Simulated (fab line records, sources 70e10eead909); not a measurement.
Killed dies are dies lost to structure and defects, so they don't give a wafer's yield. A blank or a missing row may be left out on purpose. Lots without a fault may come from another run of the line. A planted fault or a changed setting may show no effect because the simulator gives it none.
Chamber matching | flow nand_harc | NHARC_A_SGD_CUT_CMP_21 on cmp-04: 4 sister chambers
The step polishes, target thk 148.19 nm. 8 wafers are shown with their chamber, then 9 later ones without.

WAFERS WITH THEIR CHAMBER
wafer  | chamber | motor_current_A (A) | time_to_endpoint_s (s)
L085.2 | 2       | 14.8                | 48
L085.6 | 0       | 11.8                | 48
L087.2 | 1       | 11.1                | 48
L087.5 | 3       | 12.8                | 49
L087.6 | 2       | 14.5                | 43
L089.1 | 0       | 12.0                | 47
L089.4 | 3       | 14.7                | 52
L089.5 | 1       | 12.0                | 52

WAFERS WITHOUT THEIR CHAMBER
wafer  | motor_current_A (A) | time_to_endpoint_s (s)
L088.2 | 12.4                | 43
L088.4 | 11.4                | 49
L088.5 | 14.9                | 45
L092.3 | 10.3                | 49
L092.4 | 14.1                | 47
L092.6 | 11.6                | 51
L094.2 | 11.2                | 45
L094.3 | 14.1                | 43
L094.4 | 13.5                | 49

WHICH CHAMBER EACH WENT THROUGH
wafer  | from the rows above               | in truth
L088.2 | can't be placed: 0 or 1 or 2 or 3 | 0
L088.4 | can't be placed: 1 or 0           | 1
L088.5 | 2                                 | 2
L092.3 | can't be placed: 1 or 0           | 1
L092.4 | can't be placed: 2 or 3 or 0      | 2
L092.6 | can't be placed: 1 or 0           | 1
L094.2 | can't be placed: 0 or 1           | 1
L094.3 | can't be placed: 2 or 3           | 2
L094.4 | can't be placed: 3 or 2 or 0 or 1 | 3
Placed correctly: 1 of 9. Can't be placed from these rows: 8 (the true chamber is among the candidates in 8). Placed wrongly: 0.
How it was worked out, from the rows above alone: a wafer's distance from a chamber is the root of the sum, over the readings, of the square of ((its reading less the chamber's mean) divided by the reading's scatter). The wafer belongs to the nearest chamber; if the next one is less than 2 further off, it can't be placed. A chamber's mean is the mean of its shown wafers. The scatter: the root of (the sum of the squares of (reading less its chamber's mean) over the shown wafers, divided by (wafers less chambers)).
